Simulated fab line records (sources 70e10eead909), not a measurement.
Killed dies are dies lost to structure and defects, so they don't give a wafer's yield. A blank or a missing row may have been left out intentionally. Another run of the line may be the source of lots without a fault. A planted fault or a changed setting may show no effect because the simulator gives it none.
Tool commonality check / flow nand harc / 14 lots and 48 wafers in the sample

WHAT PROMPTED THE OPENING
At NHARC_A_ONON_D1_THK_MEAS_14 the reading thk nm is flagged on 2 of 14 lots. No-fault wafers: 999 nm, standard deviation 8.2.
Rule: a lot is flagged when every wafer of it that has a number lies more than 4 standard deviations from that mean, or none has a number. All remaining lots are regarded as sound.

lot=L862; measured=day 7 03:00; on=film metro-01; thk nm (nm), wafer by wafer=1009 1011 1010; flag=
lot=L863; measured=day 7 23:25; on=film metro-01; thk nm (nm), wafer by wafer=1001 1005 1006; flag=
lot=L865; measured=day 8 13:38; on=film metro-02; thk nm (nm), wafer by wafer=1012 1012 1012; flag=
lot=L864; measured=day 8 13:39; on=film metro-01; thk nm (nm), wafer by wafer=984 984 984; flag=
lot=L867; measured=day 8 23:40; on=film metro-01; thk nm (nm), wafer by wafer=993 996 993; flag=
lot=L868; measured=day 9 00:01; on=film metro-01; thk nm (nm), wafer by wafer=1008 1006 1007; flag=
lot=L870; measured=day 9 08:52; on=film metro-02; thk nm (nm), wafer by wafer=1006 1005 1005; flag=
lot=L869; measured=day 9 17:37; on=film metro-01; thk nm (nm), wafer by wafer=994 994 993; flag=
lot=L873; measured=day 10 04:47; on=film metro-01; thk nm (nm), wafer by wafer=1008 1009 1008; flag=
lot=L871; measured=day 10 04:56; on=film metro-02; thk nm (nm), wafer by wafer=1000 1000 998; flag=
lot=L874; measured=day 10 16:51; on=film metro-01; thk nm (nm), wafer by wafer=998 1000 999; flag=
lot=L875; measured=day 10 16:58; on=film metro-01; thk nm (nm), wafer by wafer=988 990 988; flag=
lot=L880; measured=day 12 01:40; on=film metro-01; thk nm (nm), wafer by wafer=675 677 677 675 675 675; flag=FLAGGED
lot=L885; measured=day 13 03:55; on=film metro-01; thk nm (nm), wafer by wafer=689 691 689 691 689 691; flag=FLAGGED
The mean of the flagged lots' numbers is 683 nm, -316 nm from the usual (-39 standard deviations).

EACH LOT AND THE TOOL IT RAN ON
The record keeps 1 process step preceding the reading, out of 1159 steps on the route. Each cell gives the tool, then ch followed by the chambers the sampled wafers passed through, then the start.
lot=L862; flag=; NHARC_A_ONON_D1_DEP_12=pecvd onon-01 ch 0, day 7 02:29
lot=L863; flag=; NHARC_A_ONON_D1_DEP_12=pecvd onon-04 ch 0, day 7 22:55
lot=L865; flag=; NHARC_A_ONON_D1_DEP_12=pecvd onon-04 ch 0, day 8 13:08
lot=L864; flag=; NHARC_A_ONON_D1_DEP_12=pecvd onon-01 ch 0, day 8 13:12
lot=L867; flag=; NHARC_A_ONON_D1_DEP_12=pecvd onon-01 ch 0, day 8 23:16
lot=L868; flag=; NHARC_A_ONON_D1_DEP_12=pecvd onon-02 ch 0, day 8 23:31
lot=L870; flag=; NHARC_A_ONON_D1_DEP_12=pecvd onon-04 ch 0, day 9 08:25
lot=L869; flag=; NHARC_A_ONON_D1_DEP_12=pecvd onon-01 ch 0, day 9 17:04
lot=L873; flag=; NHARC_A_ONON_D1_DEP_12=pecvd onon-02 ch 0, day 10 04:20
lot=L871; flag=; NHARC_A_ONON_D1_DEP_12=pecvd onon-01 ch 0, day 10 04:36
lot=L874; flag=; NHARC_A_ONON_D1_DEP_12=pecvd onon-02 ch 0, day 10 16:24
lot=L875; flag=; NHARC_A_ONON_D1_DEP_12=pecvd onon-01 ch 0, day 10 16:27
lot=L880; flag=FLAGGED; NHARC_A_ONON_D1_DEP_12=pecvd onon-02 ch 0, day 12 01:20
lot=L885; flag=FLAGGED; NHARC_A_ONON_D1_DEP_12=pecvd onon-02 ch 0, day 13 03:24
What is done by these steps:
- NHARC_A_ONON_D1_DEP_12: target thk 1000 nm.
- NHARC_A_ONON_D1_THK_MEAS_14: measures by ellipsometry.

FLAGGED OVER TOTAL, TOOL BY TOOL (the gauges that took the reading come last)
step=NHARC_A_ONON_D1_DEP_12; tool=pecvd onon-01; lots run=6; flagged=0; share of the flagged lots=none; sound lots run after its first flagged lot=-
step=NHARC_A_ONON_D1_DEP_12; tool=pecvd onon-02; lots run=5; flagged=2; share of the flagged lots=all; sound lots run after its first flagged lot=0
step=NHARC_A_ONON_D1_DEP_12; tool=pecvd onon-04; lots run=3; flagged=0; share of the flagged lots=none; sound lots run after its first flagged lot=-
step=NHARC_A_ONON_D1_THK_MEAS_14; tool=film metro-01; lots run=11; flagged=2; share of the flagged lots=all; sound lots run after its first flagged lot=0
step=NHARC_A_ONON_D1_THK_MEAS_14; tool=film metro-02; lots run=3; flagged=0; share of the flagged lots=none; sound lots run after its first flagged lot=-

WHAT IS ALLOWED BY THE TABLE
pecvd onon-02 at NHARC_A_ONON_D1_DEP_12 and film metro-01 at NHARC_A_ONON_D1_THK_MEAS_14 are the 2 rows of the table that ran each flagged lot.
- pecvd onon-02 at NHARC_A_ONON_D1_DEP_12 ran 5 lots, 2 of them flagged. It ran its last sound lot, L874, at day 10 16:24 and its first flagged lot, L880, at day 12 01:20: a fault with its onset between the two fits.
- film metro-01 at NHARC_A_ONON_D1_THK_MEAS_14 ran 11 lots, 2 of them flagged. It ran its last sound lot, L875, at day 10 16:58 and its first flagged lot, L880, at day 12 01:40: a fault with its onset between the two fits.
Counting lots can't tell these 2 tools apart, because each fits a fault that began at some hour. More lots, or a look at what each step does to the wafer, might.

WHAT WAS PUT IN BY THE SIMULATOR
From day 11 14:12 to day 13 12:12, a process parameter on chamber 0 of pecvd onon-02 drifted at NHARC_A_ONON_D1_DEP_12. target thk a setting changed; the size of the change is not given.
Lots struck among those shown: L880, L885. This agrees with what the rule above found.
